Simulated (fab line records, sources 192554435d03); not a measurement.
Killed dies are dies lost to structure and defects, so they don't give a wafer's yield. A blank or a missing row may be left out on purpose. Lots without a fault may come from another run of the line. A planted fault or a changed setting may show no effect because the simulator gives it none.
Which tool did it? | flow n5_finfet | 11 lots, 29 wafers sampled, at 5 steps of a route of 1938

WHAT THE GAUGES READ, wafer by wafer
N5_BEOL_M4_RC_MEAS_101. Usual: DIBL_N 36.1 mV/V, standard deviation 2; DIBL_P 36.3 mV/V, standard deviation 2.5; IOFF_N 0.16 nA/um, standard deviation 0.037; IOFF_P 0.21 nA/um, standard deviation 0.039; ION_N 678 uA/um, standard deviation 15; ION_P 465 uA/um, standard deviation 8.7; SS_N 71.4 mV/dec, standard deviation 0.7; SS_P 73.3 mV/dec, standard deviation 0.74; VT_N 249 mV, standard deviation 3.6; VT_P -250.0 mV, standard deviation 2.9.
lot  | measured     | on        | DIBL_N (mV/V)  | DIBL_P (mV/V)  | IOFF_N (nA/um) | IOFF_P (nA/um) | ION_N (uA/um) | ION_P (uA/um) | SS_N (mV/dec)  | SS_P (mV/dec)  | VT_N (mV)   | VT_P (mV)            | flag
L266 | day 7 18:09  | prober-01 | 35.5 33.2      | 36.4 33.5      | 0.16 0.11      | 0.26 0.20      | 669 649       | 475 462       | 72.2 71.1      | 73.6 72.7      | 251 257     | -243.3 -247.6        |
L268 | day 8 23:31  | prober-01 | 35.7 37.6      | 35.4 37.8      | 0.14 0.18      | 0.17 0.22      | 675 674       | 457 460       | 70.6 72.1      | 73.0 74.7      | 254 249     | -255.2 -249.7        |
L270 | day 9 03:50  | prober-01 | 37.2 39.2 38.7 | 35.6 36.4 36.8 | 0.17 0.20 0.18 | 0.23 0.25 0.26 | 688 681 688   | 472 459 473   | 71.7 72.3 72.6 | 74.1 73.8 73.2 | 249 247 249 | -251.1 -249.6 -251.2 |
L272 | day 9 06:28  | prober-01 | 34.8 34.5 38.4 | 35.2 35.1 40.7 | 0.14 0.13 0.21 | 0.18 0.17 0.27 | 687 670 687   | 470 459 472   | 71.5 71.3 72.4 | 72.7 73.1 74.3 | 251 251 244 | -250.1 -251.9 -245.6 |
L273 | day 9 07:47  | prober-02 | 32.3 34.5 37.8 | 30.4 33.9 38.5 | 0.09 0.12 0.17 | 0.14 0.18 0.25 | 653 666 672   | 459 465 467   | 70.1 71.4 71.9 | 71.2 73.0 73.8 | 257 251 248 | -253.7 -250.1 -247.8 |
L274 | day 10 17:14 | prober-02 | 38.9 35.9 36.7 | 40.1 37.6 38.4 | 0.20 0.15 0.16 | 0.21 0.18 0.19 | 675 673 670   | 456 453 452   | 72.3 71.5 72.0 | 73.5 72.7 72.8 | 250 252 252 | -253.0 -254.6 -253.3 |
L276 | day 10 22:55 | prober-02 | 34.5 36.6 36.0 | 33.9 35.8 35.6 | 0.13 0.16 0.16 | 0.19 0.22 0.21 | 677 685 683   | 467 462 465   | 71.6 72.0 71.9 | 73.5 73.9 73.1 | 249 246 247 | -249.3 -250.9 -249.6 |
L277 | day 11 15:52 | prober-01 | 34.2 35.7 39.3 | 32.9 34.2 38.5 | 0.12 0.14 0.20 | 0.19 0.20 0.28 | 666 675 667   | 463 466 456   | 70.9 71.2 73.3 | 72.2 73.9 73.9 | 253 252 247 | -250.1 -249.2 -248.1 |
L278 | day 11 16:26 | prober-02 | 38.8 33.9 38.7 | 41.2 34.1 39.1 | 0.25 0.13 0.23 | 0.32 0.19 0.27 | 705 680 697   | 485 468 474   | 72.3 70.7 72.0 | 73.9 72.6 73.4 | 243 249 244 | -243.5 -252.0 -249.4 |
L285 | day 13 20:16 | prober-02 | 34.5 34.3      | 35.3 35.2      | 0.15 0.13      | 0.20 0.19      | 690 660       | 476 453       | 71.0 70.8      | 72.5 72.5      | 249 252     | -250.5 -249.1        |
L289 | day 14 01:16 | prober-02 | 34.2 36.9      | 34.1 37.5      | 0.13 0.16      | 0.18 0.23      | 676 672       | 466 468       | 70.1 71.6      | 73.3 74.1      | 251 251     | -251.3 -249.1        |

WHICH TOOL RAN EACH LOT (tool, then ch and the chambers of the sampled wafers, then the start)
lot  | N5_HKMG_FIN_ETCHBACK_68          | N5_HKMG_FIN_STRIP_69                | N5_HKMG_FIN_ALD_72           | N5_GATE_CUT_ETCH_56
L266 | rie_metal-01 ch 0, day 4 06:15   | plasma_asher-01 ch 0,1, day 4 06:28 | cvd_w-02 ch 0, day 4 07:07   | rie_metal-01 ch 0, day 4 08:10
L268 | rie_metal-03 ch 0,1, day 4 19:51 | plasma_asher-01 ch 1, day 4 19:59   | cvd_w-01 ch 0, day 4 20:44   | rie_metal-03 ch 0,1, day 4 21:49
L270 | rie_metal-03 ch 0,1, day 5 04:56 | plasma_asher-01 ch 0,1, day 5 05:04 | cvd_w-02 ch 0,1, day 5 05:49 | rie_metal-02 ch 0,1, day 5 06:51
L272 | rie_metal-03 ch 0,1, day 5 18:52 | plasma_asher-01 ch 0,1, day 5 19:00 | cvd_w-01 ch 0,1, day 5 19:45 | rie_metal-01 ch 0, day 5 20:54
L273 | rie_metal-02 ch 0,1, day 6 00:38 | plasma_asher-02 ch 0,1, day 6 00:46 | cvd_w-01 ch 0,1, day 6 01:31 | rie_metal-01 ch 0, day 6 02:50
L274 | rie_metal-03 ch 0,1, day 6 09:37 | plasma_asher-02 ch 0,1, day 6 09:50 | cvd_w-02 ch 0,1, day 6 10:29 | rie_metal-03 ch 0,1, day 6 11:31
L276 | rie_metal-03 ch 0, day 6 19:01   | plasma_asher-02 ch 0,1, day 6 19:10 | cvd_w-01 ch 0,1, day 6 19:55 | rie_metal-03 ch 0,1, day 6 20:56
L277 | rie_metal-01 ch 0,1, day 6 21:41 | plasma_asher-02 ch 0,1, day 6 21:49 | cvd_w-01 ch 0,1, day 6 22:34 | rie_metal-01 ch 0,1, day 6 23:36
L278 | rie_metal-01 ch 0,1, day 7 07:19 | plasma_asher-02 ch 0,1, day 7 07:29 | cvd_w-02 ch 0,1, day 7 08:13 | rie_metal-01 ch 0,1, day 7 09:16
L285 | rie_metal-01 ch 0, day 9 02:40   | plasma_asher-02 ch 0, day 9 02:52   | cvd_w-02 ch 0, day 9 03:36   | rie_metal-03 ch 1, day 9 04:49
L289 | rie_metal-02 ch 0, day 10 01:56  | plasma_asher-01 ch 1, day 10 02:05  | cvd_w-01 ch 1, day 10 02:49  | rie_metal-03 ch 0,1, day 10 03:52
- N5_HKMG_FIN_ETCHBACK_68: etches the open film in Cl2/Ar, stops on HfO2, target depth 0.5 nm.
- N5_HKMG_FIN_STRIP_69: strips in N2/H2, time 360 s.
- N5_HKMG_FIN_ALD_72: deposits W, target thk 2 nm, pulse time 1 s, purge time 2 s.
- N5_GATE_CUT_ETCH_56: etches TiN in Cl2/Ar, target depth 21.6 nm.

WHAT THE TOOLS THEMSELVES READ (means of the sampled wafers that have a number; where no wafer has one, the mark that the record gives instead)
N5_HKMG_FIN_ETCHBACK_68. Usual: drypump_motor_current_A 5.62 A, standard deviation 0.26; oes_product_au 0.75 a.u., standard deviation 0.15; throttle_valve_pct 21.19 %, standard deviation 0.17.
lot  | tool         | drypump_motor_current_A (A) | oes_product_au (a.u.) | throttle_valve_pct (%) | flag
L266 | rie_metal-01 | 5.39                        | 0.93                  | 21.11                  |
L268 | rie_metal-03 | 5.73                        | 0.69                  | 21.17                  |
L270 | rie_metal-03 | 5.83                        | 0.66                  | 21.25                  |
L272 | rie_metal-03 | 5.64                        | 0.70                  | 21.11                  |
L273 | rie_metal-02 | 5.45                        | 0.60                  | 21.16                  |
L274 | rie_metal-03 | 5.67                        | 0.71                  | 21.10                  |
L276 | rie_metal-03 | 5.99                        | 0.62                  | 21.39                  |
L277 | rie_metal-01 | 5.70                        | 0.94                  | 21.33                  |
L278 | rie_metal-01 | 5.55                        | 0.90                  | 21.23                  |
L285 | rie_metal-01 | 5.39                        | 0.85                  | 21.13                  |
L289 | rie_metal-02 | 5.28                        | 0.59                  | 21.23                  |

N5_HKMG_FIN_STRIP_69. Usual: drypump_motor_current_A 5.7 A, standard deviation 0.5; heater_power_w 486 W, standard deviation 27.
lot  | tool            | drypump_motor_current_A (A) | heater_power_w (W) | flag
L266 | plasma_asher-01 | 5.8                         | 493                |
L268 | plasma_asher-01 | 6.4                         | 468                |
L270 | plasma_asher-01 | 5.5                         | 508                |
L272 | plasma_asher-01 | 6.0                         | 489                |
L273 | plasma_asher-02 | 5.7                         | 467                |
L274 | plasma_asher-02 | 5.6                         | 477                |
L276 | plasma_asher-02 | 5.7                         | 465                |
L277 | plasma_asher-02 | 5.6                         | 474                |
L278 | plasma_asher-02 | 5.6                         | 475                |
L285 | plasma_asher-02 | 5.8                         | 458                |
L289 | plasma_asher-01 | 6.5                         | 474                |

N5_HKMG_FIN_ALD_72. Usual: heater_power_outer_w 258 W, standard deviation 30; heater_power_w 471 W, standard deviation 64; precursor_pulse_height_rel 1.003, standard deviation 0.02; susceptor_temp_C 299.99 C, standard deviation 0.19.
lot  | tool     | heater_power_outer_w (W) | heater_power_w (W) | precursor_pulse_height_rel | susceptor_temp_C (C) | flag
L266 | cvd_w-02 | 234                      | 418                | 0.988                      | 300.00               |
L268 | cvd_w-01 | 302                      | 563                | 0.998                      | 299.83               |
L270 | cvd_w-02 | 230                      | 412                | 1.015                      | 299.93               |
L272 | cvd_w-01 | 272                      | 499                | 0.995                      | 299.93               |
L273 | cvd_w-01 | 274                      | 501                | 1.003                      | 299.74               |
L274 | cvd_w-02 | 225                      | 404                | 0.991                      | 299.91               |
L276 | cvd_w-01 | 288                      | 533                | 1.001                      | 300.05               |
L277 | cvd_w-01 | 278                      | 502                | 1.014                      | 300.17               |
L278 | cvd_w-02 | 229                      | 410                | 1.020                      | 300.07               |
L285 | cvd_w-02 | 227                      | 418                | 0.992                      | 300.19               |
L289 | cvd_w-01 | 260                      | 470                | 0.996                      | 300.00               |

N5_GATE_CUT_ETCH_56. Usual: drypump_motor_current_A 5.61 A, standard deviation 0.25; oes_product_au 0.78 a.u., standard deviation 0.14; rf_fwd_power_W 595.0 W, standard deviation 2.2; throttle_valve_pct 21.20 %, standard deviation 0.19.
lot  | tool         | drypump_motor_current_A (A) | oes_product_au (a.u.) | rf_fwd_power_W (W) | throttle_valve_pct (%) | flag
L266 | rie_metal-01 | 5.39                        | 0.93                  | 592.5              | 21.09                  |
L268 | rie_metal-03 | 5.71                        | 0.69                  | 595.1              | 21.16                  |
L270 | rie_metal-02 | 5.46                        | 0.60                  | 596.2              | 21.17                  |
L272 | rie_metal-01 | 5.38                        | 0.90                  | 593.8              | 21.11                  |
L273 | rie_metal-01 | 5.39                        | 0.90                  | 593.1              | 21.09                  |
L274 | rie_metal-03 | 5.83                        | 0.66                  | 594.5              | 21.24                  |
L276 | rie_metal-03 | 5.63                        | 0.71                  | 596.0              | 21.10                  |
L277 | rie_metal-01 | 5.70                        | 1.07                  | 741.9              | 21.17                  | OFF
L278 | rie_metal-01 | 5.55                        | 1.03                  | 738.3              | 21.07                  | OFF
L285 | rie_metal-03 | 5.48                        | 0.74                  | 596.0              | 20.98                  |
L289 | rie_metal-03 | 5.72                        | 0.67                  | 594.5              | 21.20                  |

THE ANSWER, worked out from the rows above alone
Rule: a lot is off if the mean of its wafers that have a number lies more than 3 standard deviations from the usual mean. A lot without any number at a reading at which 4 lots or more have one is off too. The other lots that the step has rows for count as sound. The gauges are gone through in route order, then the tools' own readings, and for those a lot's mean is taken as printed above. The first step at which some lot is off is used, and at that step the reading that is off furthest; a lot without a number counts as furthest.
Off: L277, L278, at N5_GATE_CUT_ETCH_56 (rf_fwd_power_W).
A tool fits if, at that step or a process step before it, it ran every lot that is off, and no sound lot after the first of them. One fits: rie_metal-01 at N5_GATE_CUT_ETCH_56. Its last sound lot is L273 (day 6 02:50), its first lot that is off L277 (day 6 23:36): a fault that began between those two fits.
The tool's own readings at N5_GATE_CUT_ETCH_56 bear it out: on the lots that are off they differ by more than 5 times the standard deviation of the sound lots' means. rf_fwd_power_W reads 740.1 W there against 594.6 W on the sound lots.

WHAT THE SIMULATOR HAD PUT IN
Process parameter drift: rie_metal-01, from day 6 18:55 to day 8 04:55, at N5_GATE_CUT_ETCH_56. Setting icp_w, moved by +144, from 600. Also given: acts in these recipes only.
Lots struck among those shown: L277, L278. The rule above found the same.
